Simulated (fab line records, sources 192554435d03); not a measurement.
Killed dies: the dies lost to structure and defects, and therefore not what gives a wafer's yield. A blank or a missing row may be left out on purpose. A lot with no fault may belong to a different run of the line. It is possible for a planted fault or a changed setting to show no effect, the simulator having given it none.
fab line records	flow n5_finfet
record lots=6	wafers=18	last_day=17
route steps=1938 shown BEOL_M2@893 BEOL_M4@1111 PASSIVATION@1936
lots that met no fault: taken from a fault-free run of the same line
start_h: hours from the record's opening day to when the first of the lot's shown wafers began	wait_h: how many hours have passed since the lot's step before this one	" unchanged from the row above	L1.1+2: one row covering several wafers at once	- value missing, or start not given	* or withheld: withheld	< > ~ a bound
route shown NAME@n: NAME is a module with steps in the file, n the number in the route of the first one	usual: mean and standard deviation over wafers with no fault	same: alike in all rows	chamber/n: place in a boat	sites: readings site by site	_std_site: standard deviation of those values	_edge_site: mean of outer sites minus mean of inner sites	radius_mm: how far each site lies from the wafer's centre	mask NAME#n: copy n	behind: the last tool/chamber to shape the wafer	hold: reason for holding the lot/hours on hold/outcome of the hold	device: the transistor (n, p or np) that didn't switch	end of line: tests run on the same wafers once the route is complete	a step with no rows: only its recipe	killed: the dies lost at the first sort to structure and to defects; this is not the yield of the wafer	map: shows each die of a wafer: x if killed, . if not, _ if none is there
set.NAME: the setting as run; set.NAME@STEP: as run at that earlier step	model.NAME: the simulator's own value behind a step, which no gauge read
lots seen at some steps along the route; tables by step, rows by wafer
services: from which hour (start_h, from the record's first day; less than 0 if before it) a tool's chamber was out of use, for how many hours, and why
## steps
# step N5_BEOL_M2_OCD_MEAS_38
# usual trench_depth_nm=56.0/0.96
lot.wafer	tool	chamber	start_h	wait_h	trench_depth_nm
L704.2	ocd-01	-	165.01	-	56.4
L704.4	"	-	"	"	55.1
L704.5	"	-	"	"	56.5
L712.2	ocd-02	-	213.35	-	55.2
L712.5	"	-	"	"	56.1
L712.6	"	-	"	"	56.1
L713.2	ocd-02	-	220.42	-	55.9
L713.4	"	-	"	"	57.6
L713.5	"	-	"	"	57.0
L716.3	ocd-01	-	231.00	-	55.6
L716.4	"	-	"	"	55.8
L716.6	"	-	"	"	56.7
L719.1	ocd-01	-	259.80	-	55.2
L719.3	"	-	"	"	56.1
L719.6	"	-	"	"	55.4
L722.2	ocd-02	-	275.86	-	54.5
L722.5	"	-	"	"	55.5
L722.6	"	-	"	"	55.5
# step N5_BEOL_M2_HM_STRIP_39
# recipe chemistry=peroxide_tin_strip	material=TiN	target_depth_a=250	temp_c=50	time_s=158
# step N5_BEOL_M2_SRD_40
# recipe time_s=30	temp_c=23	rinse_liquid=diw	dry=ipa_marangoni
# step N5_BEOL_M2_PRECLEAN_42
# recipe chemistry=residue_remover	time_s=60	temp_c=40
# step N5_BEOL_M2_SRD_43
# recipe time_s=30	temp_c=23	rinse_liquid=diw	dry=ipa_marangoni
# step N5_BEOL_M2_CD_MEAS_35
# recipe target_cd_nm=18	target_cd_y_nm=22.2	polarity=opening
# usual cd_nm=18.1/0.44
lot.wafer	tool	chamber	start_h	wait_h	cd_nm
L704.2	cd_sem-01	-	165.16	0.0	18.0
L704.4	"	-	"	"	17.7
L704.5	"	-	"	"	17.3
L712.2	cd_sem-03	-	213.50	0.0	18.9
L712.5	"	-	"	"	18.6
L712.6	"	-	"	"	18.8
L713.2	cd_sem-02	-	220.67	0.0	17.9
L713.4	"	-	"	"	17.9
L713.5	"	-	"	"	18.1
L716.3	cd_sem-01	-	231.15	0.0	17.0
L716.4	"	-	"	"	17.8
L716.6	"	-	"	"	17.9
L719.1	cd_sem-01	-	259.95	0.0	17.4
L719.3	"	-	"	"	18.2
L719.6	"	-	"	"	18.3
L722.2	cd_sem-01	-	276.01	0.0	18.4
L722.5	"	-	"	"	18.1
L722.6	"	-	"	"	18.0
# step N5_BEOL_M2_DEGAS_44
# recipe ambient=vacuum	temp_c=250	time_s=60
# usual heater_power_w=346/49
lot.wafer	tool	chamber	start_h	wait_h	heater_power_w
L704.2	pvd_sputter-03	-	165.66	0.5	437
L704.4	"	-	"	"	356
L704.5	"	-	"	"	354
L712.2	pvd_sputter-01	-	214.14	0.6	330
L712.5	"	-	"	"	371
L712.6	"	-	"	"	326
L713.2	pvd_sputter-03	-	220.98	0.3	274
L713.4	"	-	"	"	426
L713.5	"	-	"	"	351
L716.3	pvd_sputter-03	-	231.52	0.4	269
L716.4	"	-	"	"	336
L716.6	"	-	"	"	431
L719.1	pvd_sputter-03	-	259.99	0.0	340
L719.3	"	-	"	"	431
L719.6	"	-	"	"	277
L722.2	pvd_sputter-03	-	276.08	0.1	329
L722.5	"	-	"	"	359
L722.6	"	-	"	"	433
# step N5_BEOL_M2_PRE_CLEAN_45
# recipe gas=H2/He	time_s=30	temp_c=250
# usual heater_power_w=345/49
lot.wafer	tool	chamber	start_h	wait_h	heater_power_w
L704.2	pvd_sputter-03	-	165.70	0.0	422
L704.4	"	-	"	"	353
L704.5	"	-	"	"	346
L712.2	pvd_sputter-01	-	214.18	0.0	325
L712.5	"	-	"	"	380
L712.6	"	-	"	"	327
L713.2	pvd_sputter-03	-	221.02	0.0	277
L713.4	"	-	"	"	432
L713.5	"	-	"	"	350
L716.3	pvd_sputter-03	-	231.56	0.0	280
L716.4	"	-	"	"	346
L716.6	"	-	"	"	428
L719.1	pvd_sputter-03	-	260.03	0.0	347
L719.3	"	-	"	"	420
L719.6	"	-	"	"	276
L722.2	pvd_sputter-03	-	276.12	0.0	342
L722.5	"	-	"	"	352
L722.6	"	-	"	"	421
# step N5_BEOL_M2_ALD_84
# recipe material=TaN	target_thk_a=*	temp_c=275	ald_precursor_family=PDMAT	ald_co_reactant=NH3	pressure_torr=3	carrier_flow_sccm=1500	pulse_time_s=2	purge_time_s=3	co_reactant_purge_time_s=2	co_reactant_pulse_time_s=3	ald_cycles=30	precursor_vessel_temp_c=75	precursor_vessel_pressure_torr=26.25	precursor_vessel_carrier_sccm=1000
# usual heater_power_w=394/51
lot.wafer	tool	chamber	start_h	wait_h	heater_power_w
L704.2	ald_metal-02	3	165.76	0.0	431
L704.4	"	0	"	"	358
L704.5	"	2	"	"	411
L712.2	ald_metal-02	1	214.34	0.1	345
L712.5	"	1	"	"	329
L712.6	"	0	"	"	351
L713.2	ald_metal-03	1	221.09	0.0	483
L713.4	"	3	"	"	453
L713.5	"	3	"	"	442
L716.3	ald_metal-01	2	231.62	0.0	361
L716.4	"	0	"	"	390
L716.6	"	2	"	"	366
L719.1	ald_metal-03	0	260.09	0.0	419
L719.3	"	3	"	"	458
L719.6	"	3	"	"	463
L722.2	ald_metal-02	3	276.18	0.0	438
L722.5	"	0	"	"	358
L722.6	"	3	"	"	455
# step N5_BEOL_M2_SURFACE_TREAT_85
# recipe gas=Ar	time_s=*	ion_energy_ev=*	ion_current_ma_cm2=0.5	pressure_mtorr=*	ar_flow_sccm=30
# usual throttle_valve_pct=*
lot.wafer	tool	chamber	start_h	wait_h	throttle_valve_pct
L704.2	pvd_sputter-02	-	166.06	0.2	*
L704.4	"	-	"	"	*
L704.5	"	-	"	"	*
L712.2	pvd_sputter-03	-	215.04	0.6	*
L712.5	"	-	"	"	*
L712.6	"	-	"	"	*
L713.2	pvd_sputter-03	-	221.32	0.1	*
L713.4	"	-	"	"	*
L713.5	"	-	"	"	*
L716.3	pvd_sputter-01	-	231.89	0.2	*
L716.4	"	-	"	"	*
L716.6	"	-	"	"	*
L719.1	pvd_sputter-01	-	260.34	0.1	*
L719.3	"	-	"	"	*
L719.6	"	-	"	"	*
L722.2	pvd_sputter-03	-	276.42	0.1	*
L722.5	"	-	"	"	*
L722.6	"	-	"	"	*
# step N5_BEOL_M2_CVD_47
# recipe material=Co	target_thk_a=30	temp_c=withheld	precursor=CCTBA/H2	pressure_torr=30	time_s=223.8
# step N5_BEOL_M2_SPUTTER_48
# recipe material=Cu	target_thk_a=45	temp_c=-20	chamber_pressure_pa=0.07	power_w=withheld	time_s=8.29
# usual throttle_valve_pct=30.6/1.4
lot.wafer	tool	chamber	start_h	wait_h	throttle_valve_pct
L704.2	pvd_sputter-03	-	168.05	1.6	30.9
L704.4	"	-	"	"	31.2
L704.5	"	-	"	"	31.2
L712.2	pvd_sputter-03	-	215.34	0.1	30.9
L712.5	"	-	"	"	27.8
L712.6	"	-	"	"	31.1
L713.2	pvd_sputter-02	-	223.11	1.4	31.8
L713.4	"	-	"	"	30.8
L713.5	"	-	"	"	31.1
L716.3	pvd_sputter-02	-	232.19	0.1	32.6
L716.4	"	-	"	"	31.0
L716.6	"	-	"	"	32.6
L719.1	pvd_sputter-01	-	260.61	0.1	30.7
L719.3	"	-	"	"	28.3
L719.6	"	-	"	"	27.8
L722.2	pvd_sputter-01	-	276.75	0.1	30.5
L722.5	"	-	"	"	30.8
L722.6	"	-	"	"	30.6
# step N5_BEOL_M2_ANNEAL_49
# recipe temp_c=400	time_s=240	ambient=vacuum
# usual heater_power_w=858/130	susceptor_temp_C=400.02/0.22
lot.wafer	tool	chamber	start_h	wait_h	heater_power_w	susceptor_temp_C
L704.2	pvd_sputter-03	-	168.13	0.0	667	399.89
L704.4	"	-	"	"	867	400.02
L704.5	"	-	"	"	881	400.16
L712.2	pvd_sputter-03	-	215.42	0.0	-	-
L712.5	"	-	"	"	-	-
L712.6	"	-	"	"	-	-
L713.2	pvd_sputter-02	-	223.19	0.0	-	-
L713.4	"	-	"	"	-	-
L713.5	"	-	"	"	-	-
L716.3	pvd_sputter-02	-	232.27	0.0	821	400.24
L716.4	"	-	"	"	949	400.20
L716.6	"	-	"	"	803	400.18
L719.1	pvd_sputter-01	-	260.69	0.0	817	399.86
L719.3	"	-	"	"	823	400.13
L719.6	"	-	"	"	814	399.99
L722.2	pvd_sputter-01	-	276.83	0.0	776	399.78
L722.5	"	-	"	"	827	400.30
L722.6	"	-	"	"	799	399.93
# step N5_BEOL_M2_SPUTTER_79
# recipe material=Cu	target_thk_a=45	temp_c=-20	chamber_pressure_pa=0.07	power_w=withheld	time_s=8.29
# step N5_BEOL_M4_RC_MEAS_101
# usual DIBL_N=36.8/2.2	DIBL_P=37.0/2.8	IOFF_N=0.18/0.043	IOFF_P=0.23/0.05	ION_N=680/14	ION_P=466/9.1	SS_N=71.7/0.74	SS_P=73.5/0.79	VT_N=248/4	VT_P=-249/4.1
lot.wafer	tool	chamber	start_h	wait_h	DIBL_N[mV/V]	DIBL_P[mV/V]	IOFF_N[nA/um]	IOFF_P[nA/um]	ION_N[uA/um]	ION_P[uA/um]	SS_N[mV/dec]	SS_P[mV/dec]	VT_N[mV]	VT_P[mV]
L704.2	prober-01	0	200.53	0.4	38.9	41.4	0.22	0.23	701	473	72.8	74.2	244	-252
L704.4	"	0	"	"	35.7	38.3	0.15	0.18	676	453	71.7	73.8	252	-258
L704.5	"	0	"	"	38.4	41.4	0.21	0.24	686	456	72.4	74.6	247	-253
L712.2	prober-01	0	238.19	0.2	40.5	39.2	0.29	0.30	709	470	73.3	73.4	243	-247
L712.5	"	0	"	"	34.3	31.9	0.13	0.17	668	459	70.6	71.5	254	-252
L712.6	"	0	"	"	38.1	36.7	0.22	0.25	704	475	72.0	73.3	244	-248
L713.2	prober-02	0	247.63	0.2	37.7	38.1	0.18	0.24	676	460	71.2	74.5	248	-253
L713.4	"	0	"	"	37.9	38.5	0.20	0.25	695	469	71.8	74.0	245	-245
L713.5	"	0	"	"	40.0	39.9	0.23	0.27	698	467	72.2	74.0	245	-247
L716.3	prober-02	0	255.53	0.3	40.1	37.2	0.20	0.20	672	447	73.7	73.9	252	-253
L716.4	"	0	"	"	39.3	38.8	0.22	0.23	681	464	72.1	73.5	244	-251
L716.6	"	0	"	"	40.2	38.2	0.23	0.22	689	453	73.5	74.5	246	-250
L719.1	prober-01	0	284.51	0.0	38.5	37.3	0.21	0.24	673	461	71.9	73.1	248	-246
L719.3	"	0	"	"	39.8	40.3	0.25	0.30	703	480	72.1	73.8	242	-242
L719.6	"	0	"	"	36.5	37.5	0.17	0.24	676	468	72.0	73.3	248	-248
L722.2	prober-01	0	298.72	0.2	38.4	39.8	0.21	0.26	689	471	72.2	74.4	245	-248
L722.5	"	0	"	"	38.1	39.8	0.21	0.26	688	467	71.1	72.8	245	-250
L722.6	"	0	"	"	36.6	39.8	0.18	0.27	691	478	71.0	73.4	247	-247
# step N5_PASSIVATION_PROBE_49
# usual defect_limited_yield=91.4/1.5	killed_at_M0_to_M3=36/11	killed_at_M4_up=14/6	killed_at_contacts=11/6	killed_at_front_end=37/11	killed_at_other=4/3.4	killed_dies=102/18	killed_open=66/13	killed_short=34/7.8	sort_bin_4_leakage=0.00/0.017	sort_bin_5_function=5.0/0.97	sort_bin_6_memory=3.2/0.7	sort_n_pass=1078/19	sort_yield_pct=91.3/1.6
# same gross_dies=1180	killed_at_back_side=0	sort_bin_8_speed[%]=0
lot.wafer	tool	chamber	start_h	wait_h	defect_limited_yield[%]	killed_at_M0_to_M3	killed_at_M4_up	killed_at_contacts	killed_at_front_end	killed_at_other	killed_dies	killed_open	killed_short	sort_bin_4_leakage[%]	sort_bin_5_function[%]	sort_bin_6_memory[%]	sort_n_pass	sort_yield_pct[%]
L704.2	prober-01	-	307.66	0.1	91.1	24	10	18	45	8	105	75	27	0	5.1	3.6	1075	91.1
L704.4	prober-01	-	307.76	0.2	89.7	30	14	14	55	9	122	89	30	0	6.4	3.5	1058	89.7
L704.5	prober-01	-	307.81	0.2	90.1	26	29	13	46	3	117	68	49	0	6.1	3.6	1063	90.1
L712.2	prober-02	-	344.68	0.8	91.5	40	13	13	31	3	100	53	46	0.08	5.0	3.4	1079	91.4
L712.5	prober-02	-	344.83	1.0	93.4	37	10	7	23	1	78	47	30	0	3.4	3.0	1102	93.4
L712.6	prober-02	-	344.88	1.0	91.0	35	21	15	32	3	106	62	41	0	4.9	3.9	1074	91.0
L713.2	prober-02	-	349.87	0.9	91.9	39	7	2	46	2	96	63	32	0	4.8	2.8	1084	91.9
L713.4	prober-02	-	349.97	1.0	91.2	29	16	8	51	0	104	65	38	0	4.9	3.4	1076	91.2
L713.5	prober-02	-	350.02	1.1	91.0	36	7	13	49	1	106	67	38	0	5.1	3.7	1074	91.0
L716.3	prober-02	-	359.01	0.7	91.9	30	7	14	36	9	96	63	33	0	4.2	3.6	1084	91.9
L716.4	prober-02	-	359.06	0.8	88.6	42	9	19	53	12	135	82	53	0	6.0	5.1	1045	88.6
L716.6	prober-02	-	359.16	0.9	90.7	37	15	15	34	9	110	78	32	0	5.8	3.1	1070	90.7
L719.1	prober-02	-	390.71	0.0	91.4	36	25	4	29	7	101	66	32	0	4.2	4.2	1079	91.4
L719.3	prober-02	-	390.81	0.1	92.9	34	14	8	20	8	84	58	23	0	4.4	2.5	1096	92.9
L719.6	prober-02	-	390.96	0.3	92.9	35	13	9	22	5	84	54	28	0	3.9	2.9	1096	92.9
L722.2	prober-02	-	400.12	0.1	89.7	54	14	24	28	1	121	78	41	0	5.4	4.3	1059	89.7
L722.5	prober-02	-	400.27	0.2	88.6	29	12	30	63	1	135	84	50	0	6.5	4.5	1045	88.6
L722.6	prober-02	-	400.32	0.3	90.1	46	11	28	30	2	117	75	40	0	5.3	4.4	1063	90.1
# killed by level:class
L704.2 MOL_CONTACT_COAG:geometric_particle:open=13 FIN_SAQP:geometric_particle:open=11 STI_FIN_REVEAL:geometric_particle:open=11 BEOL_M2:geometric_particle:open=7 MOL_CONTACT_COAG:geometric_particle:short=4 BEOL_M0_SAQP:geometric_particle:short=4 BEOL_M3:geometric_particle:open=4 BEOL_M4:geometric_particle:open=4
L704.4 FIN_SAQP:geometric_particle:open=25 MOL_CONTACT_COAG:geometric_particle:open=12 BEOL_M3:geometric_particle:open=10 FIN_SAQP:geometric_particle:short=7 BEOL_M0_SAQP:geometric_particle:short=6 BEOL_M4:geometric_particle:open=6 BEOL_M2:geometric_particle:open=5 DUMMY_GATE:geometric_particle:open=4
L704.5 FIN_SAQP:geometric_particle:open=13 MOL_CONTACT_COAG:geometric_particle:open=11 BEOL_M4:geometric_particle:short=11 FIN_SAQP:geometric_particle:short=7 BEOL_M0_SAQP:geometric_particle:open=7 BEOL_M4:geometric_particle:open=6 DUMMY_GATE:geometric_particle:open=5 DUMMY_GATE:geometric_particle:short=4
L712.2 BEOL_M0_SAQP:geometric_particle:short=10 MOL_CONTACT_COAG:geometric_particle:open=9 BEOL_M3:geometric_particle:short=9 GATE_CUT:geometric_particle:short=7 BEOL_M3:geometric_particle:open=7 BEOL_M4:geometric_particle:open=7 FIN_SAQP:geometric_particle:open=6 BEOL_M0_SAQP:geometric_particle:open=6
L712.5 BEOL_M3:geometric_particle:open=10 BEOL_M0_SAQP:geometric_particle:open=9 BEOL_M0_SAQP:geometric_particle:short=8 FIN_SAQP:geometric_particle:short=7 MOL_CONTACT_COAG:geometric_particle:open=6 DUMMY_GATE:geometric_particle:open=3 GATE_CUT:geometric_particle:short=3 BEOL_M1:geometric_particle:open=3
L712.6 BEOL_M0_SAQP:geometric_particle:short=12 BEOL_M0_SAQP:geometric_particle:open=10 MOL_CONTACT_COAG:geometric_particle:open=8 BEOL_M4:geometric_particle:open=7 FIN_SAQP:geometric_particle:open=6 FIN_SAQP:geometric_particle:short=6 MOL_CONTACT_COAG:geometric_particle:short=6 DUMMY_GATE:geometric_particle:open=5
L713.2 BEOL_M1:geometric_particle:open=13 STI_FIN_REVEAL:geometric_particle:open=13 BEOL_M0_SAQP:geometric_particle:open=8 FIN_SAQP:geometric_particle:short=7 FIN_SAQP:geometric_particle:open=5 DUMMY_GATE:geometric_particle:open=5 BEOL_M0_SAQP:geometric_particle:short=5 BEOL_M3:geometric_particle:open=5
L713.4 FIN_SAQP:geometric_particle:open=12 STI_FIN_REVEAL:geometric_particle:open=10 BEOL_M1:geometric_particle:open=9 BEOL_M4:geometric_particle:open=8 FIN_SAQP:geometric_particle:short=7 MOL_CONTACT_COAG:geometric_particle:open=7 BEOL_M0_SAQP:geometric_particle:open=6 GATE_CUT:geometric_particle:short=4
L713.5 BEOL_M1:geometric_particle:open=14 DUMMY_GATE:geometric_particle:open=13 FIN_SAQP:geometric_particle:short=9 STI_FIN_REVEAL:geometric_particle:open=7 BEOL_M2:geometric_particle:open=6 MOL_CONTACT_COAG:geometric_particle:short=6 MOL_CONTACT_COAG:geometric_particle:open=6 GATE_CUT:geometric_particle:short=5
L716.3 STI_FIN_REVEAL:geometric_particle:open=13 FIN_SAQP:geometric_particle:open=10 MOL_CONTACT_COAG:geometric_particle:open=10 BEOL_M0_SAQP:geometric_particle:open=7 BEOL_M0_SAQP:geometric_particle:short=6 BEOL_M2:geometric_particle:open=5 MOL_CONTACT_COAG:geometric_particle:short=4 BEOL_M4:geometric_particle:open=4
L716.4 FIN_SAQP:geometric_particle:short=17 FIN_SAQP:geometric_particle:open=14 MOL_CONTACT_COAG:geometric_particle:open=14 BEOL_M0_SAQP:geometric_particle:open=14 BEOL_M0_SAQP:geometric_particle:short=10 BEOL_M2:geometric_particle:open=7 PASS1_CAP:geometric_particle:open=6 STI_FIN_REVEAL:geometric_particle:open=5
L716.6 MOL_CONTACT_COAG:geometric_particle:open=14 BEOL_M0_SAQP:geometric_particle:open=10 STI_FIN_REVEAL:geometric_particle:open=8 BEOL_M0_SAQP:geometric_particle:short=8 BEOL_M1:geometric_particle:open=7 FIN_SAQP:geometric_particle:open=6 BEOL_M4:geometric_particle:open=6 FIN_SAQP:geometric_particle:short=5
L719.1 BEOL_M4:geometric_particle:open=19 BEOL_M0_SAQP:geometric_particle:open=11 BEOL_M0_SAQP:geometric_particle:short=10 FIN_SAQP:geometric_particle:open=8 BEOL_M1:geometric_particle:short=6 BEOL_M3:geometric_particle:open=4 STI_FIN_REVEAL:geometric_particle:short=3 DUMMY_GATE:geometric_particle:open=3
L719.3 BEOL_M4:geometric_particle:open=10 BEOL_M3:geometric_particle:open=9 MOL_CONTACT_COAG:geometric_particle:open=7 BEOL_M0_SAQP:geometric_particle:short=7 BEOL_M1:geometric_particle:open=6 DUMMY_GATE:geometric_particle:open=5 BEOL_M0_SAQP:geometric_particle:open=4 BEOL_M1:geometric_particle:short=4
L719.6 BEOL_M0_SAQP:geometric_particle:short=9 BEOL_M2:geometric_particle:open=9 MOL_CONTACT_COAG:geometric_particle:open=8 BEOL_M4:geometric_particle:open=8 BEOL_M0_SAQP:geometric_particle:open=5 STARTING-WAFER:geometric_particle:short=5 BEOL_M1:geometric_particle:open=4 BEOL_M0:geometric_particle:open=3
L722.2 MOL_CONTACT_COAG:geometric_particle:open=20 BEOL_M0_SAQP:geometric_particle:open=15 BEOL_M0_SAQP:geometric_particle:short=15 FIN_SAQP:geometric_particle:short=8 BEOL_M1:geometric_particle:open=8 FIN_SAQP:geometric_particle:open=5 GATE_CUT:geometric_particle:open=4 MOL_CONTACT_COAG:geometric_particle:short=4
L722.5 MOL_CONTACT_COAG:geometric_particle:open=23 FIN_SAQP:geometric_particle:short=20 FIN_SAQP:geometric_particle:open=14 STI_FIN_REVEAL:geometric_particle:open=12 BEOL_M0_SAQP:geometric_particle:open=8 MOL_CONTACT_COAG:geometric_particle:short=7 BEOL_M0_SAQP:geometric_particle:short=7 BEOL_M4:geometric_particle:open=7
L722.6 MOL_CONTACT_COAG:geometric_particle:open=24 FIN_SAQP:geometric_particle:short=14 BEOL_M0_SAQP:geometric_particle:open=11 BEOL_M0_SAQP:geometric_particle:short=10 BEOL_M3:geometric_particle:open=7 FIN_SAQP:geometric_particle:open=6 BEOL_M1:geometric_particle:open=5 BEOL_M5:geometric_particle:open=5
## services
tool	chamber	start_h	hours	kind
pvd_sputter-01	-	151.78	1.0	repair
ald_metal-02	-	185.64	8.7	pm
pvd_sputter-01	-	194.09	0.8	repair
ald_metal-02	3	258.02	4.0	repair
## key
first_sign step=N5_BEOL_M2_ANNEAL_49	reading=tool_record	direction=missing
effect none on later readings
met_at N5_BEOL_M2_ANNEAL_49
struck_wafers L712.2,L712.5,L712.6,L713.2,L713.4,L713.5
onset_between 168.13 215.42
fault kind=skipped_step_whole	tool=pvd_sputter-02,pvd_sputter-03	chamber=-	onset_h=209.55	steps=N5_BEOL_M2_ANNEAL_49	scope=struck_lots_only
